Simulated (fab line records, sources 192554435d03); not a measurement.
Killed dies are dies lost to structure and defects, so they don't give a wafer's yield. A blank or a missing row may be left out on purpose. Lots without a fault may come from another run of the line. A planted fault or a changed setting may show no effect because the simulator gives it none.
A struck lot beside a sound one | flow n5_finfet | 40 steps out of a route of 1938
Sound: wafers L286.1, L286.3, L286.4. Struck: wafer L298.4. (L298.3, L298.5 of the same lot were not struck and are left out.) The cause comes at the end.
At each step with rows: each side's tool, then ch and its chambers, then its first start. Under that, the readings that differ: sound wafers | struck wafers | difference of the means | sigmas: that difference in standard deviations of wafers without a fault.
alike: readings whose means differ by less than 2 such deviations, and words and numbers that are the same on both sides. not compared: withheld readings, readings that some wafer has no value for, bounds like >300 that may hide the same value, and numbers for which the record gives no deviation and whose values overlap.
The two part at a step that has a row with sigmas, a row that says differs or no value, or rows on one side only. Numbers that don't overlap but have no deviation are shown without sigmas and don't part them. A reading that every wafer of one side lacks parts them only if that side has two wafers or more.

first, 8 steps without rows for these wafers: N5_HKMG_FIN_ETCH_86 (etches SOC in N2/H2, stops on TiN, target depth 393.2 nm); N5_HKMG_FIN_STRIP_89 (strips SOC in N2/H2, time 20 s); N5_HKMG_FIN_WET_ETCH_87 (etches TiN in SC1, time 154.2 s, target depth 4.7 nm, rinse time 30 s); N5_HKMG_FIN_STRIP_88 (strips in N2/H2, time 360 s); N5_HKMG_FIN_NWFM_ALD_20 (deposits TiAlC, target thk 2 nm, pulse time 3 s, purge time 2 s); N5_HKMG_FIN_ALD_71 (deposits TiN, target thk 1 nm, pulse time 1 s, purge time 3 s); N5_HKMG_FIN_COAT_66 (time 60 s, resist thk 300 nm); N5_HKMG_FIN_ETCH_67 (etches SOC in N2/H2, stops on TiN, target depth 388.9 nm).
N5_HKMG_FIN_STRIP_90: strips SOC in N2/H2, time 20 s.
  sound on rie_diel-03 ch 0,1,2, day 4 06:20; struck on rie_diel-06 ch 3, day 7 10:56
  reading                | sound      | struck | difference | sigmas
  rf_hours_counter_h (h) | 98 200 196 | 12     | -153       |
  alike: bias_power_w, drypump_motor_current_A, oes_product_au, rf_vpp_V, showerhead_plenum_p_Torr, throttle_valve_pct
then, 2 steps without rows for these wafers: N5_HKMG_FIN_WET_ETCH_73 (etches the open film in SC1, time 42.3 s, target depth 1.3 nm, rinse time 30 s); N5_HKMG_FIN_ETCHBACK_68 (etches the open film in Cl2/Ar, stops on HfO2, target depth 0.5 nm).
N5_HKMG_FIN_STRIP_69: strips in N2/H2, time 360 s.
  sound on plasma_asher-01 ch 0,1, day 4 06:39; struck on plasma_asher-01 ch 1, day 7 11:22
  alike: drypump_motor_current_A, heater_power_w
  not compared: rf_hours_counter_h
N5_HKMG_FIN_ALD_21: deposits TiN, target thk 1.5 nm, pulse time 1 s, purge time 3 s.
  sound on ald_metal-04 ch 0,1,2, day 4 07:02; struck on ald_metal-04 ch 2, day 7 11:37
  alike: heater_power_w, precursor_pulse_height_rel
then, 1 step without rows for these wafers: N5_HKMG_FIN_ALD_72 (deposits W, target thk 2 nm, pulse time 1 s, purge time 2 s).
N5_HKMG_FIN_W_FILL_22: material W, target thk 60 nm, time 18.2 s.
  sound on cvd_w-01 ch 0,1, day 4 07:28; struck on cvd_w-01 ch 0, day 7 12:04
  alike: heater_power_w, throttle_valve_pct
then, 14 steps without rows for these wafers: N5_HKMG_FIN_PRECLEAN_83 (cleans in DIW, time 57.5 s); N5_HKMG_FIN_SRD_84 (dry time 32 s); N5_HKMG_FIN_CMP_23 (polishes, stops on SiNx, t overpolish 10 s, target thk 46.326 nm); N5_HKMG_FIN_CMP_94 (polishes, stops on SiNx, t overpolish 4.7 s, target thk 43.299 nm); N5_GATE_CUT_ETCHBACK_00 (etches W in SF6/Cl2); N5_GATE_CUT_ETCH_56 (etches TiN in Cl2/Ar, target depth 21.6 nm); N5_GATE_CUT_ETCHBACK_30 (etches TiN in Cl2/Ar, target depth 3 nm); N5_GATE_CUT_VAPOR_ETCH_60 (etches HfO2 in BCl3/Cl2); N5_GATE_CUT_ETCH_58 (etches SiNx in CH3F/O2, target depth 17 nm, time 128.6 s); N5_GATE_CUT_STRIP_59 (strips in N2/H2, time 20 s); N5_GATE_CUT_PRECLEAN_31 (cleans in DIW, time 300 s); N5_GATE_CUT_SRD_32 (time 30 s); N5_GATE_CUT_SAC_CAP_01 (material SiNx, target thk 24 nm, pulse time 1 s, ald cycles 480); N5_GATE_CUT_PECVD_57 (deposits SiNx from SiH4/NH3/N2, target thk 21 nm).
N5_GATE_CUT_CMP_02: polishes, stops on SiO2, t overpolish 12.7 s, target thk 0 nm.
  sound on cmp-04 ch 0,1,3, day 4 11:45; struck on cmp-04 ch 1, day 7 15:57
  alike: motor_current_A, overpolish_run_s, time_to_endpoint_s
N5_GATE_CUT_HM_DEP_46: deposits SiO2 from TEOS/O2, target thk 130 nm, time 26.6 s.
  sound on pecvd-04 ch 1,2, day 4 12:05; struck on pecvd-01 ch 1, day 7 16:14
  alike: heater_power_w, showerhead_plenum_p_Torr, throttle_valve_pct
then, 8 steps without rows for these wafers: N5_GATE_CUT_COAT_34 (time 60 s, resist thk 60 nm); N5_GATE_CUT_COAT_35 (time 60 s, resist thk 10 nm); N5_GATE_CUT_COAT_27 (time 60 s, resist thk 10 nm); N5_GATE_CUT_COAT_07 (resist thk 30 nm); N5_GATE_CUT_EBR_09; N5_GATE_CUT_SOFTBAKE_08 (time 60 s); N5_GATE_CUT_EXPOSE_10 (exposes mask GATE CUT, target cd 20 nm); N5_GATE_CUT_PEB_11 (peb time 60 s).
-- the record jumps here: 8 days lie between the struck wafers' starts before and after (it left off in module GATE_CUT and takes up again in module PASSIVATION, whose first step shown is number 1936 of the route) --
N5_PASSIVATION_PROBE_49:
  the record has rows for the struck wafers here (prober-01, day 15 17:55) and none for the sound ones

WHERE THEY PART
Only at N5_PASSIVATION_PROBE_49, within this record.

WHY: what the simulator had put in
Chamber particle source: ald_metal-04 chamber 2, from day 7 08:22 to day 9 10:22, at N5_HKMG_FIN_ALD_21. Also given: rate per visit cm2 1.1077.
